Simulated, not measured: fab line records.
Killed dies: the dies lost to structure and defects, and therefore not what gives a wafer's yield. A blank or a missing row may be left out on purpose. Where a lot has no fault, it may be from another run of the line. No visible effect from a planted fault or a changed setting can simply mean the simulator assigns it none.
fab line records	flow n5-finfet	part 1 of 2: steps 1 to 19 of 29
record: lots: 5	wafers: 15	last-day: 17
route steps=1938 shown BEOL_M4@1052
lots that met no fault: from a run of the same line without faults
start-h: hours from the record's first day to the start of the lot's first wafer shown	wait-h: time in hours since the lot's previous step	" as in the row above	L1.1+2: one row covering several wafers at once	- no value, or no start was given	* or withheld: withheld	< > ~ a bound
route shown NAME@n: a module of which the file shows steps, and the number in the route of the first	usual: the fault-free wafers' mean and standard deviation	same: alike in all rows	chamber/n: place in a boat	sites: the reading at each site	_std_site: the values' standard deviation	_edge_site: the outer-site mean with the inner-site mean subtracted	radius-mm: for every site, how far away it sits from the centre of the wafer	mask NAME#n: copy n	behind: tool/chamber where the wafer was last shaped	hold: the reason the lot was held/the length of the hold in hours/how it ended	device: whichever transistor did not switch (one of n, p or np)	end of line: at the end of the route, the tests of the same wafers	step lacking rows: just its recipe	killed: count of dies lost to structure and defects at first sort (not the wafer's yield)	map: a wafer's dies, marking killed ones x, the rest . and places with no die _
set.NAME: the run value of the setting; set.NAME@STEP: its run value at that earlier step	model.NAME: the simulator's own value behind a step, which no gauge read
certain route steps with their lots: each step a table, each wafer a row
services: when a tool's chamber went out of use (start-h, in hours from the record's first day, below 0 if earlier), for how many hours, and the reason
== steps ==
step: N5_BEOL_M4_SOFTBAKE_23
recipe: temp-c: 110	time-s: 60	resist: CAR-EUV
lot.wafer	tool	chamber	start-h	wait-h
L074.1+2+6	litho-track-01	0	-	-
L083.1+2+4	litho-track-04	0	-	-
L084.1+3+4	litho-track-01	0	-	-
L088.4+5+6	litho-track-02	0	-	-
L094.3+5+6	litho-track-01	0	-	-
step: N5_BEOL_M4_EXPOSE_25
recipe: mask-id: V3	na: 0.33	source-shape: quasar	sigma-inner: 0.2	sigma-outer: 0.8	polarization: unpolarized	defocus-nm: 5	dose-mj: 63
lot.wafer	tool	chamber	start-h	wait-h	mask
L074.1+2+6	euv-scanner-01	0	187.38	-	V3#0
L083.1+2+4	euv-scanner-01	0	238.73	-	V3#0
L084.1+3+4	euv-scanner-02	0	239.06	-	V3#0
L088.4+5+6	euv-scanner-01	0	259.27	-	V3#0
L094.3+5+6	euv-scanner-02	0	296.88	-	V3#0
step: N5_BEOL_M4_PEB_26
recipe: peb-temp-c: 100	peb-time-s: 60	resist: CAR-EUV
lot.wafer	tool	chamber	start-h	wait-h
L074.1+2+6	litho-track-01	0	187.46	0.1
L083.1+2+4	litho-track-02	0	238.80	0.1
L084.1+3+4	litho-track-01	0	239.14	0.1
L088.4+5+6	litho-track-04	0	259.32	0.0
L094.3+5+6	litho-track-01	0	296.95	0.1
step: N5_BEOL_M4_DEVELOP_27
recipe: develop-time-s: 30	developer: TMAH	resist: CAR-EUV	rinse-liquid: surfactant-rinse	dry: air-spin	dev-temp-c: 23
lot.wafer	tool	chamber	start-h	wait-h
L074.1+2+6	litho-track-01	0	-	-
L083.1+2+4	litho-track-02	0	-	-
L084.1+3+4	litho-track-01	0	-	-
L088.4+5+6	litho-track-04	0	-	-
L094.3+5+6	litho-track-01	0	-	-
step: N5_BEOL_M4_CD_MEAS_28
recipe: target-cd-nm: 26.2	landing-energy-ev: 500	detector: se-inlens	target-cd-y-nm: 24.1	polarity: opening
usual: cd-nm: 26.20/0.25
lot.wafer	tool	chamber	start-h	wait-h	cd-nm
L074.1	cd-sem-01	0	187.53	-	26.30
L074.2	"	0	"	"	25.99
L074.6	"	0	"	"	26.05
L083.1	cd-sem-03	0	238.87	-	26.36
L083.2	"	0	"	"	26.24
L083.4	"	0	"	"	26.44
L084.1	cd-sem-01	0	239.21	-	26.40
L084.3	"	0	"	"	26.24
L084.4	"	0	"	"	26.04
L088.4	cd-sem-03	0	259.39	-	26.00
L088.5	"	0	"	"	25.91
L088.6	"	0	"	"	26.35
L094.3	cd-sem-03	0	297.01	-	26.26
L094.5	"	0	"	"	26.20
L094.6	"	0	"	"	26.49
step: N5_BEOL_M4_OVL_MEAS_29
recipe: points-per-wafer: 522
usual: V3_OVL: 0.1/0.71
lot.wafer	tool	chamber	start-h	wait-h	V3_OVL[nm]
L074.1	overlay-02	0	187.56	0.0	1.4
L074.2	"	0	"	"	0.1
L074.6	"	0	"	"	-0.5
L083.1	overlay-01	0	238.90	0.0	0.2
L083.2	"	0	"	"	-0.6
L083.4	"	0	"	"	0.1
L084.1	overlay-01	0	239.24	0.0	-0.2
L084.3	"	0	"	"	-0.2
L084.4	"	0	"	"	-0.4
L088.4	overlay-02	0	259.43	0.0	-1.0
L088.5	"	0	"	"	0.0
L088.6	"	0	"	"	-0.7
L094.3	overlay-01	0	297.05	0.0	0.3
L094.5	"	0	"	"	0.2
L094.6	"	0	"	"	0.3
step: N5_BEOL_M4_INSPECT_30
recipe: mode: adi	inspect-instrument: brightfield
usual: raw-defect-count: 448/83
lot.wafer	tool	chamber	start-h	wait-h	raw-defect-count
L074.1	defect-inspect-02	-	187.61	0.1	588
L074.2	"	-	"	"	479
L074.6	"	-	"	"	353
L083.1	defect-inspect-02	-	238.96	0.1	459
L083.2	"	-	"	"	445
L083.4	"	-	"	"	400
L084.1	defect-inspect-01	-	239.30	0.1	480
L084.3	"	-	"	"	506
L084.4	"	-	"	"	516
L088.4	defect-inspect-02	-	259.48	0.0	361
L088.5	"	-	"	"	400
L088.6	"	-	"	"	329
L094.3	defect-inspect-01	-	297.10	0.0	448
L094.5	"	-	"	"	531
L094.6	"	-	"	"	456
step: N5_BEOL_M4_DESCUM_33
recipe: chemistry: O2	time-s: 7	source-power-w: 50	bias-power-w: 20	pressure-mtorr: 20	rf-frequency-hz: 2.712e+07	temp-c: 40	resist: CAR-EUV	o2-flow-sccm: 225
usual: drypump-motor-current-A: 5.7/0.44	o2-flow-sccm: 225.0/0.75	oes-product-au: 0.83/0.09	rf-vpp-V: 242.7/1.2	showerhead-plenum-p-Torr: 2.07/0.063	throttle-valve-pct: 20.43/0.26
lot.wafer	tool	chamber	start-h	wait-h	drypump-motor-current-A	o2-flow-sccm	oes-product-au	rf-hours-counter-h	rf-vpp-V	showerhead-plenum-p-Torr	throttle-valve-pct
L074.1	rie-diel-06	2	187.65	0.0	4.9	225.2	0.90	45	243.9	2.13	20.56
L074.2	"	0	"	"	5.8	226.2	0.78	121	242.2	2.00	20.01
L074.6	"	0	"	"	5.7	226.1	0.77	-	243.0	2.00	19.99
L083.1	rie-diel-01	1	239.65	0.7	6.3	225.8	0.90	18	242.4	2.06	20.34
L083.2	"	2	"	"	5.8	222.5	0.86	48	242.6	2.06	20.66
L083.4	"	1	"	"	6.3	224.4	0.90	-	243.0	2.06	20.34
L084.1	rie-diel-01	3	239.87	0.6	6.1	224.2	0.81	95	243.4	2.03	20.08
L084.3	"	2	"	"	5.8	225.6	0.87	48	241.2	2.06	20.68
L084.4	"	3	"	"	6.0	223.0	0.81	-	241.6	2.03	20.10
L088.4	rie-diel-06	1	259.70	0.2	5.8	225.0	0.67	-	243.0	2.05	20.58
L088.5	"	2	"	"	4.9	224.6	0.87	-	243.5	2.12	20.62
L088.6	"	0	"	"	5.7	224.2	0.77	-	241.4	1.99	20.03
L094.3	rie-diel-01	1	297.19	0.1	6.3	225.4	0.87	40	241.9	2.05	20.38
L094.5	"	1	"	"	6.3	225.0	0.87	-	241.2	2.05	20.37
L094.6	"	2	"	"	5.8	226.0	0.84	-	242.9	2.06	20.70
step: N5_BEOL_M4_ETCH_77
recipe: chemistry: N2/H2	target: underlayer	target-depth-a: 65	mask-material: CAR-EUV	time-s: 5.2	ion-energy-ev: 200	pressure-mtorr: 30	source-w: 840	bias-w: 150	n2-flow-sccm: 200	h2-flow-sccm: 200	ends: cleared
usual: drypump-motor-current-A: 5.8/0.44	etch-rf-on-time-s: 5.21/0.14	oes-product-au: 0.70/0.075	rf-vpp-V: 523.1/2.5	showerhead-plenum-p-Torr: 2.50/0.073	throttle-valve-pct: 17.75/0.27
lot.wafer	tool	chamber	start-h	wait-h	drypump-motor-current-A	etch-rf-on-time-s	oes-product-au	rf-hours-counter-h	rf-vpp-V	showerhead-plenum-p-Torr	throttle-valve-pct
L074.1	rie-diel-06	2	187.68	0.0	4.9	4.99	0.78	45	524.6	2.59	18.06
L074.2	"	0	"	"	5.7	5.21	0.66	121	520.8	2.44	17.47
L074.6	"	0	"	"	5.8	5.21	0.66	-	521.6	2.44	17.48
L083.1	rie-diel-01	1	239.68	0.0	6.3	5.26	0.78	18	521.3	2.47	17.46
L083.2	"	2	"	"	5.8	5.42	0.73	48	521.6	2.46	17.75
L083.4	"	1	"	"	6.3	5.26	0.77	-	524.6	2.47	17.51
L084.1	rie-diel-01	3	239.91	0.0	6.1	5.17	0.69	95	521.4	2.46	17.50
L084.3	"	2	"	"	5.8	5.46	0.71	48	521.5	2.46	17.71
L084.4	"	3	"	"	6.1	5.20	0.70	-	522.9	2.46	17.51
L088.4	rie-diel-06	1	259.73	0.0	5.7	4.98	0.59	-	523.8	2.49	17.99
L088.5	"	2	"	"	4.9	5.00	0.76	-	523.6	2.58	18.11
L088.6	"	0	"	"	5.7	5.21	0.65	-	524.4	2.43	17.51
L094.3	rie-diel-01	1	297.22	0.0	6.4	5.24	0.74	40	522.7	2.46	17.52
L094.5	"	1	"	"	6.4	5.25	0.73	-	523.5	2.46	17.51
L094.6	"	2	"	"	5.7	5.49	0.68	-	521.9	2.45	17.79
step: N5_BEOL_M4_ETCH_69
recipe: chemistry: CF4	target: SiARC	target-depth-a: 156	mask-material: CAR-EUV	time-s: 26	ion-energy-ev: 80	pressure-mtorr: 40	source-w: 545	bias-w: 36	Ar_flow_sccm: 100	cf4-flow-sccm: 100	ends: cleared
usual: drypump-motor-current-A: 5.7/0.44	etch-rf-on-time-s: 26.0/0.7	oes-product-au: 0.70/0.074	rf-vpp-V: 183.7/1.1	showerhead-plenum-p-Torr: 2.11/0.055	throttle-valve-pct: 15.53/0.25
lot.wafer	tool	chamber	start-h	wait-h	drypump-motor-current-A	etch-rf-on-time-s	oes-product-au	rf-hours-counter-h	rf-vpp-V	showerhead-plenum-p-Torr	throttle-valve-pct
L074.1	rie-diel-06	2	187.70	0.0	4.9	25.1	0.78	45	184.4	2.16	15.62
L074.2	"	0	"	"	5.8	25.8	0.67	121	182.7	2.07	15.35
L074.6	"	0	"	"	5.8	25.8	0.67	-	182.9	2.07	15.38
L083.1	rie-diel-01	1	239.70	0.0	6.3	26.3	0.78	18	182.7	2.09	15.32
L083.2	"	2	"	"	5.8	27.3	0.71	48	184.1	2.09	15.58
L083.4	"	1	"	"	6.3	26.2	0.77	-	183.2	2.09	15.34
L084.1	rie-diel-01	3	239.93	0.0	6.1	25.9	0.69	95	182.2	2.07	15.20
L084.3	"	2	"	"	5.8	27.1	0.72	48	184.1	2.09	15.59
L084.4	"	3	"	"	6.1	26.1	0.69	-	182.7	2.07	15.19
L088.4	rie-diel-06	1	259.76	0.0	5.7	25.4	0.58	-	183.5	2.11	15.91
L088.5	"	2	"	"	4.9	25.5	0.74	-	184.8	2.15	15.69
L088.6	"	0	"	"	5.7	25.7	0.65	-	181.4	2.06	15.42
L094.3	rie-diel-01	1	297.24	0.0	6.3	25.8	0.75	40	184.4	2.08	15.37
L094.5	"	1	"	"	6.3	25.9	0.75	-	183.1	2.08	15.38
L094.6	"	2	"	"	5.8	27.2	0.69	-	183.8	2.09	15.64
step: N5_BEOL_M4_ALD_98
recipe: material: SiO2	target-thk-a: 25	temp-c: 100	ald-precursor-family: BDEAS	ald-co-reactant: O2-plasma	pulse-time-s: 1	co-reactant-pulse-time-s: 1	purge-time-s: 2	co-reactant-purge-time-s: 2	ald-cycles: 17	pressure-torr: 2
usual: heater-power-w: 78/7	precursor-pulse-height-rel: 1.000/0.019
lot.wafer	tool	chamber	start-h	wait-h	heater-power-w	precursor-pulse-height-rel
L074.1	ald-sin-02	2	188.27	0.5	80	0.998
L074.2	"	1	"	"	82	1.021
L074.6	"	2	"	"	80	1.007
L083.1	ald-sin-04	0	240.39	0.7	62	0.983
L083.2	"	3	"	"	79	1.036
L083.4	"	2	"	"	79	1.006
L084.1	ald-sin-02	2	240.40	0.4	82	0.999
L084.3	"	0	"	"	73	0.975
L084.4	"	1	"	"	83	1.023
L088.4	ald-sin-04	2	260.48	0.7	78	1.013
L088.5	"	3	"	"	79	0.993
L088.6	"	0	"	"	62	0.990
L094.3	ald-sin-02	0	297.32	0.1	72	1.026
L094.5	"	0	"	"	72	1.009
L094.6	"	1	"	"	83	1.025
step: N5_BEOL_M4_ETCHBACK_99
recipe: chemistry: CHF3	target: SiO2	target-depth-a: 50	time-s: 10.4	source-w: 215	bias-w: 47	Ar_flow_sccm: 200	CHF3_flow_sccm: 12	ion-energy-ev: 100	pressure-mtorr: 30
usual: drypump-motor-current-A: 5.7/0.46	oes-product-au: 0.82/0.084	rf-vpp-V: 240/4.8	showerhead-plenum-p-Torr: 2.12/0.048	throttle-valve-pct: 17.01/0.26
lot.wafer	tool	chamber	start-h	wait-h	drypump-motor-current-A	oes-product-au	rf-hours-counter-h	rf-vpp-V	showerhead-plenum-p-Torr	throttle-valve-pct
L074.1	rie-diel-01	0	195.25	6.9	4.9	0.68	238	242	2.14	17.56
L074.2	"	2	"	"	5.8	0.87	35	241	2.10	17.04
L074.6	"	2	"	"	5.7	0.87	-	242	2.10	17.05
L083.1	rie-diel-06	0	242.28	1.8	5.8	0.78	137	238	2.08	16.89
L083.2	"	2	"	"	4.9	0.89	62	248	2.17	17.18
L083.4	"	2	"	"	4.9	0.89	-	250	2.17	17.17
L084.1	rie-diel-06	1	244.35	3.9	5.8	0.68	235	242	2.11	17.26
L084.3	"	0	"	"	5.8	0.77	138	239	2.08	16.90
L084.4	"	0	"	"	5.8	0.78	-	239	2.08	16.89
L088.4	rie-diel-03	0	271.25	10.7	5.2	0.69	217	243	2.05	17.12
L088.5	"	1	"	"	5.9	0.88	-	241	2.17	16.55
L088.6	"	2	"	"	5.8	0.93	-	252	2.32	17.11
L094.3	rie-diel-01	2	300.40	3.0	5.8	0.82	71	242	2.09	17.13
L094.5	"	0	"	"	4.9	0.92	-	242	2.13	17.20
L094.6	"	3	"	"	6.1	0.80	-	237	2.08	16.75
step: N5_BEOL_M4_ETCH_70
recipe: chemistry: N2/H2	target: SOC	target-depth-a: 800	overetch-a: 240	mask-material: SiARC	temp-c: 40	time-s: 130	ion-energy-ev: 200	pressure-mtorr: 30	source-w: 840	bias-w: 150	n2-flow-sccm: 200	h2-flow-sccm: 200
usual: drypump-motor-current-A: 5.7/0.46	oes-product-au: 0.60/0.061	rf-vpp-V: 522.6/1.8	showerhead-plenum-p-Torr: 2.49/0.062	throttle-valve-pct: 17.71/0.28
lot.wafer	tool	chamber	start-h	wait-h	drypump-motor-current-A	oes-product-au	rf-hours-counter-h	rf-vpp-V	showerhead-plenum-p-Torr	throttle-valve-pct
L074.1	rie-diel-01	0	195.29	0.0	4.8	0.50	238	521.8	2.50	18.21
L074.2	"	2	"	"	5.8	0.65	35	522.4	2.47	17.69
L074.6	"	2	"	"	5.8	0.65	-	522.0	2.47	17.68
L083.1	rie-diel-06	0	242.31	0.0	5.7	0.56	137	520.9	2.43	17.47
L083.2	"	2	"	"	4.9	0.64	62	524.4	2.58	18.02
L083.4	"	2	"	"	4.9	0.64	-	525.0	2.58	18.04
L084.1	rie-diel-06	1	244.39	0.0	5.8	0.50	235	522.3	2.49	17.93
L084.3	"	0	"	"	5.7	0.56	138	522.7	2.43	17.48
L084.4	"	0	"	"	5.7	0.56	-	520.0	2.43	17.47
L088.4	rie-diel-03	0	271.29	0.0	5.2	0.51	217	518.9	2.43	17.99
L088.5	"	1	"	"	5.9	0.64	-	522.9	2.58	17.29
L088.6	"	2	"	"	5.8	0.68	-	526.6	2.71	17.74
L094.3	rie-diel-01	2	300.43	0.0	5.8	0.61	71	522.5	2.45	17.74
L094.5	"	0	"	"	4.8	0.66	-	523.7	2.49	17.86
L094.6	"	3	"	"	6.1	0.58	-	520.5	2.45	17.46
step: N5_BEOL_M4_STRIP_71
recipe: chemistry: N2/H2	temp-c: 40	n2-flow-sccm: 200	h2-flow-sccm: 200	rf-frequency-hz: 6e+07
lot.wafer	tool	chamber	start-h	wait-h
L074.1+2+6	rie-diel-01	0,2,2	195.37	0.0
L083.1+2+4	rie-diel-06	0,2,2	242.40	0.0
L084.1+3+4	rie-diel-06	1,0,0	244.47	0.0
L088.4+5+6	rie-diel-03	0,1,2	271.37	0.0
L094.3+5+6	rie-diel-01	2,0,3	300.52	0.0
step: N5_BEOL_M4_STRIP_78
recipe: chemistry: N2/H2	temp-c: 40	n2-flow-sccm: 200	h2-flow-sccm: 200	rf-frequency-hz: 6e+07
lot.wafer	tool	chamber	start-h	wait-h
L074.1+2+6	rie-diel-01	0,2,2	195.38	0.0
L083.1+2+4	rie-diel-06	0,2,2	242.41	0.0
L084.1+3+4	rie-diel-06	1,0,0	244.48	0.0
L088.4+5+6	rie-diel-03	0,1,2	271.38	0.0
L094.3+5+6	rie-diel-01	2,0,3	300.53	0.0
step: N5_BEOL_M4_VIA_ETCH_34
recipe: chemistry: C4F6/O2	target-depth-a: 694	mask-material: SOC	pressure-mtorr: 15	ion-energy-ev: 250	taper-deg: 4	time-s: 65.9	source-w: 350	bias-w: 170	Ar_flow_sccm: 300	C4F6_flow_sccm: 10	O2_flow_sccm: 10
usual: drypump-motor-current-A: 5.7/0.46	oes-product-au: 0.82/0.084	rf-vpp-V: 665/13	showerhead-plenum-p-Torr: 2.80/0.062	throttle-valve-pct: 30.8/0.31
lot.wafer	tool	chamber	start-h	wait-h	drypump-motor-current-A	oes-product-au	rf-hours-counter-h	rf-vpp-V	showerhead-plenum-p-Torr	throttle-valve-pct
L074.1	rie-diel-01	0	195.39	0.0	4.8	0.68	238	671	2.82	31.3
L074.2	"	2	"	"	5.8	0.87	35	666	2.78	31.0
L074.6	"	2	"	"	5.8	0.88	-	664	2.78	31.0
L083.1	rie-diel-06	0	242.42	0.0	5.8	0.77	137	660	2.75	30.5
L083.2	"	2	"	"	4.9	0.89	62	688	2.87	30.9
L083.4	"	2	"	"	4.9	0.88	-	688	2.87	30.9
L084.1	rie-diel-06	1	244.49	0.0	5.7	0.68	235	674	2.79	30.8
L084.3	"	0	"	"	5.7	0.78	138	658	2.75	30.5
L084.4	"	0	"	"	5.7	0.77	-	661	2.75	30.5
L088.4	rie-diel-03	0	271.39	0.0	5.2	0.71	217	673	2.71	30.9
L088.5	"	1	"	"	5.9	0.88	-	670	2.87	30.1
L088.6	"	2	"	"	5.8	0.94	-	693	3.05	31.2
L094.3	rie-diel-01	2	300.54	0.0	5.8	0.82	71	664	2.77	31.0
L094.5	"	0	"	"	4.8	0.91	-	672	2.81	31.3
L094.6	"	3	"	"	6.1	0.78	-	659	2.75	30.5
step: N5_BEOL_M4_STRIP_83
recipe: chemistry: C4F6/O2	resist: SiARC	rf-frequency-hz: 6e+07
lot.wafer	tool	chamber	start-h	wait-h
L074.1+2+6	rie-diel-01	0,2,2	195.44	0.0
L083.1+2+4	rie-diel-06	0,2,2	242.47	0.0
L084.1+3+4	rie-diel-06	1,0,0	244.54	0.0
L088.4+5+6	rie-diel-03	0,1,2	271.44	0.0
L094.3+5+6	rie-diel-01	2,0,3	300.59	0.0
step: N5_BEOL_M4_STRIP_36
recipe: chemistry: N2/H2	power-w: 450	temp-c: 40	pressure-mtorr: 20	rf-frequency-hz: 6e+07	overash-fraction: 0.3	bias-power-w: 7	h2-frac: 0.5	n2-flow-sccm: 200	h2-flow-sccm: 200
usual: drypump-motor-current-A: 5.7/0.46	oes-product-au: 0.82/0.086	power-w: 449.9/1.3	rf-vpp-V: 58.9/1.3	showerhead-plenum-p-Torr: 2.49/0.062	throttle-valve-pct: 23.5/0.32
lot.wafer	tool	chamber	start-h	wait-h	drypump-motor-current-A	oes-product-au	power-w	rf-hours-counter-h	rf-vpp-V	showerhead-plenum-p-Torr	throttle-valve-pct
L074.1	rie-diel-01	0	195.45	0.0	4.9	0.67	448.9	238	57.1	2.50	24.0
L074.2	"	2	"	"	5.8	0.88	449.4	35	57.2	2.46	23.6
L074.6	"	2	"	"	5.8	0.89	450.6	-	55.3	2.46	23.6
L083.1	rie-diel-06	0	242.48	0.0	5.8	0.78	448.5	137	59.0	2.43	23.1
L083.2	"	2	"	"	4.9	0.88	453.0	62	58.7	2.58	24.0
L083.4	"	2	"	"	4.9	0.88	450.8	-	56.2	2.58	24.0
L084.1	rie-diel-06	1	244.55	0.0	5.8	0.67	447.4	236	59.0	2.48	23.7
L084.3	"	0	"	"	5.8	0.78	450.4	138	57.8	2.43	23.2
L084.4	"	0	"	"	5.8	0.78	450.1	-	57.7	2.43	23.2
L088.4	rie-diel-03	0	271.45	0.0	5.2	0.68	450.1	217	60.1	2.42	23.9
L088.5	"	1	"	"	5.9	0.87	448.6	-	59.6	2.58	23.0
L088.6	"	2	"	"	5.8	0.93	450.1	-	61.5	2.71	23.7
L094.3	rie-diel-01	2	300.60	0.0	5.8	0.83	452.2	71	61.6	2.45	23.6
L094.5	"	0	"	"	4.9	0.89	447.9	-	61.1	2.49	23.8
L094.6	"	3	"	"	6.1	0.79	451.3	-	56.5	2.45	23.3
step: N5_BEOL_M4_TRENCH_ETCH_37
recipe: chemistry: C4F6/O2	target-depth-a: 555.55	target: SiOC	time-s: 29.2	ion-energy-ev: 250	pressure-mtorr: 30	source-w: 355	bias-w: 185	Ar_flow_sccm: 300	C4F6_flow_sccm: 10	O2_flow_sccm: 10
usual: drypump-motor-current-A: 5.7/0.46	oes-product-au: 0.82/0.084	rf-vpp-V: 664/13	showerhead-plenum-p-Torr: 2.80/0.062	throttle-valve-pct: 20.82/0.27
lot.wafer	tool	chamber	start-h	wait-h	drypump-motor-current-A	oes-product-au	rf-hours-counter-h	rf-vpp-V	showerhead-plenum-p-Torr	throttle-valve-pct
L074.1	rie-diel-01	0	-	-	4.8	0.69	238	670	2.83	21.35
L074.2	"	2	"	"	5.8	0.88	35	666	2.79	20.89
L074.6	"	2	"	"	5.7	0.87	-	668	2.79	20.89
L083.1	rie-diel-06	0	-	-	5.8	0.77	137	660	2.75	20.67
L083.2	"	2	"	"	4.9	0.89	62	689	2.87	21.00
L083.4	"	2	"	"	4.9	0.89	-	688	2.87	21.01
L084.1	rie-diel-06	1	-	-	5.7	0.69	236	673	2.80	21.03
L084.3	"	0	"	"	5.7	0.77	138	658	2.75	20.64
L084.4	"	0	"	"	5.7	0.77	-	659	2.75	20.66
L088.4	rie-diel-03	0	-	-	5.2	0.70	217	675	2.71	20.89
L088.5	"	1	"	"	5.8	0.88	-	670	2.87	20.31
L088.6	"	2	"	"	5.8	0.93	-	693	3.05	21.00
L094.3	rie-diel-01	2	-	-	5.8	0.82	71	666	2.77	20.94
L094.5	"	0	"	"	4.8	0.92	-	670	2.82	21.09
L094.6	"	3	"	"	6.1	0.79	-	658	2.75	20.52
